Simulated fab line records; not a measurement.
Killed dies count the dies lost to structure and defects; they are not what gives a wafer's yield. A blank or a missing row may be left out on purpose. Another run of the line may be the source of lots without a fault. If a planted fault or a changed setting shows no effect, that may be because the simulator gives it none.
Which of the tools did it? | flow n5 finfet | 12 lots, 36 wafers sampled, at 3 steps of a route of 1938

== WHAT EACH GAUGE READ, for each wafer ==
N5_BEOL_M13_INSPECT_55: inspects for defects (darkfield).
lot  | measured     | on                | raw defect count
L077 | day 11 12:11 | defect inspect-01 | 76 66 56
L076 | day 11 22:21 | defect inspect-01 | 70 84 93
L078 | day 12 11:38 | defect inspect-02 | 83 68 105
L081 | day 14 23:43 | defect inspect-01 | 89 58 28
L083 | day 13 20:20 | defect inspect-02 | 30 46 52
L085 | day 14 08:46 | defect inspect-02 | 121 130 127
L089 | day 14 23:02 | defect inspect-01 | 49 49 65
L087 | day 15 04:20 | defect inspect-02 | 87 54 90
L093 | day 15 22:15 | defect inspect-01 | 86 132 108
L094 | day 16 06:18 | defect inspect-01 | 68 76 57
L097 | day 16 18:31 | defect inspect-01 | 59 74 96
L091 | day 17 16:40 | defect inspect-02 | 138 48 91

== EACH LOT AND THE TOOL THAT RAN IT (in order: tool; ch and the chambers of the sampled wafers; start) ==
lot  | N5_BEOL_M12_ETCH_67                | N5_BEOL_M13_DESCUM_33
L077 | rie diel-01 ch 1,2,3, day 10 22:59 | rie diel-05 ch 0,1, day 11 07:48
L076 | rie diel-04 ch 1,2,3, day 11 12:42 | rie diel-06 ch 0,1,3, day 11 18:17
L078 | rie diel-02 ch 0,1,2, day 11 22:46 | rie diel-03 ch 0,2,3, day 12 07:53
L081 | rie diel-01 ch 0,2,3, day 12 15:33 | rie diel-05 ch 0,2,3, day 12 22:14
L083 | rie diel-01 ch 1,2,3, day 13 09:58 | rie diel-03 ch 0,1,3, day 13 17:07
L085 | rie diel-02 ch 1,2,3, day 14 00:22 | rie diel-06 ch 0,1,2, day 14 06:02
L089 | rie diel-01 ch 0,2,3, day 14 09:43 | rie diel-06 ch 1,3, day 14 15:18
L087 | rie diel-04 ch 0,1, day 14 16:44   | rie diel-03 ch 1,2,3, day 14 21:31
L093 | rie diel-04 ch 1,2,3, day 15 13:46 | rie diel-03 ch 1,2, day 15 19:08
L094 | rie diel-04 ch 2,3, day 15 22:11   | rie diel-03 ch 0,2, day 16 02:30
L097 | rie diel-04 ch 1,2,3, day 16 10:56 | rie diel-03 ch 1,2, day 16 16:13
L091 | rie diel-04 ch 0,2, day 17 05:43   | rie diel-05 ch 0,2, day 17 12:35
- N5_BEOL_M12_ETCH_67: etches SiARC in CF4, target depth 143 nm, time 238.3 s.
- N5_BEOL_M13_DESCUM_33: chemistry O2, time 7.9 s.

== THE ANSWER, worked out from the rows above alone ==
Rule: usual is defined by the lots themselves. The widest of any qualifying gaps counts: lots, ordered by their means at a reading, are off when they make up no more than a third of the lots, leave a main group of 4 or more, and stand apart from it by 3 or more times the standard deviation of that group's means. If all means in a main group match to the digits the tables above print for the reading, that group is not used. Also off: a lot with no number at a reading for which 4 or more lots have one. Where the step has rows for the other lots, those lots are counted as sound.
Across all readings shown, no lot is off: no conclusion can be drawn from this.

== WHAT HAD BEEN PUT IN BY THE SIMULATOR ==
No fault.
